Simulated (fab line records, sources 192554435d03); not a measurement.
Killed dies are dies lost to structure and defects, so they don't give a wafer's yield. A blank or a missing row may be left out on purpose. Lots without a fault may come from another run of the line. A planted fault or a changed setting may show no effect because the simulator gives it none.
Chamber matching | flow n5_finfet | N5_FIN_CUT_DESCUM_13 on rie_diel-04: 4 sister chambers
The step chemistry O2, time 7 s. 4 wafers are shown with their chamber, then 9 later ones without.

WAFERS WITH THEIR CHAMBER
wafer  | chamber | drypump_motor_current_A (A)
L084.5 | 1       | 5.3
L087.2 | 2       | 6.4
L091.4 | 3       | 5.7
L091.6 | 0       | 5.9

WAFERS WITHOUT THEIR CHAMBER
wafer  | drypump_motor_current_A (A)
L093.3 | 5.7
L093.4 | 5.9
L093.6 | 5.4
L095.2 | 5.3
L095.4 | 5.9
L095.6 | 5.7
L096.1 | 5.3
L096.5 | 5.4
L096.6 | 6.4

WHICH CHAMBER EACH WENT THROUGH
wafer  | from the rows above | in truth
L093.3 | 3                   | 3
L093.4 | 0                   | 0
L093.6 | 1                   | 1
L095.2 | 1                   | 1
L095.4 | 0                   | 0
L095.6 | 3                   | 3
L096.1 | 1                   | 1
L096.5 | 1                   | 1
L096.6 | 2                   | 2
Placed correctly: 9 of 9. Can't be placed from these rows: 0. Placed wrongly: 0.
How it was worked out, from the rows above alone: a wafer's distance from a chamber is the root of the sum, over the readings, of the square of ((its reading less the chamber's mean) divided by the reading's scatter). The wafer belongs to the nearest chamber; if the next one is less than 2 further off, it can't be placed. A chamber's mean is the mean of its shown wafers. The scatter: with one shown wafer a chamber, the root of the mean of the squares of how far each hidden wafer lies from its nearest shown one.
